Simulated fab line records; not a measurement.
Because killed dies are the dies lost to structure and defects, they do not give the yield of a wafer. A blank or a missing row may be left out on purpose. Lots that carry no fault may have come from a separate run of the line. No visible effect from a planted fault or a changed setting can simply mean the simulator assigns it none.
Chamber matching	flow nand harc	pecvd-01 running NHARC_P_GATE_DEP_103: 3 sister chambers
The step deposits SiON, target thk 30 nm. 24 wafers are shown with their chamber, then 12 later ones without.

## WAFERS WITH THEIR CHAMBER
wafer	chamber	heater power w (W)
L075.1	2	867
L075.2	1	847
L075.3	0	769
L075.4	0	763
L075.5	1	829
L075.6	2	906
L076.2	0	770
L076.3	1	939
L076.5	2	831
L077.1	0	796
L077.2	1	1000
L077.3	2	815
L080.1	2	768
L080.3	0	850
L080.6	0	837
L081.2	2	884
L081.4	0	867
L081.5	1	1003
L083.1	1	1030
L083.3	2	856
L083.4	1	1077
L084.3	1	920
L084.5	0	841
L084.6	2	805

SIGNATURES (means of the wafers above)
reading	chamber 0	chamber 1	chamber 2	scatter within a chamber
heater power w	811.62	955.62	841.50	61.9
Rule: distance of a wafer from a chamber = root of the sum over the readings of ((wafer's reading minus chamber's mean) / reading's scatter) squared. The wafer belongs to the nearest chamber; if the next one is less than 2 further off, it can't be placed. How the scatter is found: for the shown wafers, subtract from each reading the mean of its chamber, square and add these, divide the total by (wafers less chambers), then take the root.

## WAFERS WITH NO CHAMBER GIVEN
wafer	heater power w (W)
L086.1	988
L086.5	889
L086.6	738
L089.3	842
L089.5	944
L089.6	837
L088.4	888
L088.5	871
L088.6	983
L092.3	1011
L092.5	1017
L092.6	819

## WHICH CHAMBER EACH ONE RAN IN
wafer	from the rows above	in truth
L086.1	can't be placed: 1 or 2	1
L086.5	can't be placed: 2 or 1 or 0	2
L086.6	can't be placed: 0 or 2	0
L089.3	can't be placed: 2 or 0 or 1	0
L089.5	can't be placed: 1 or 2 or 0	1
L089.6	can't be placed: 2 or 0 or 1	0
L088.4	can't be placed: 2 or 1 or 0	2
L088.5	can't be placed: 2 or 0 or 1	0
L088.6	can't be placed: 1 or 2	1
L092.3	can't be placed: 1 or 2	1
L092.5	can't be placed: 1 or 2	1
L092.6	can't be placed: 0 or 2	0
Correctly placed: 0 of 12. Unplaceable from these rows: 12, with the true chamber sitting among the candidates in 12. Wrongly placed: 0.
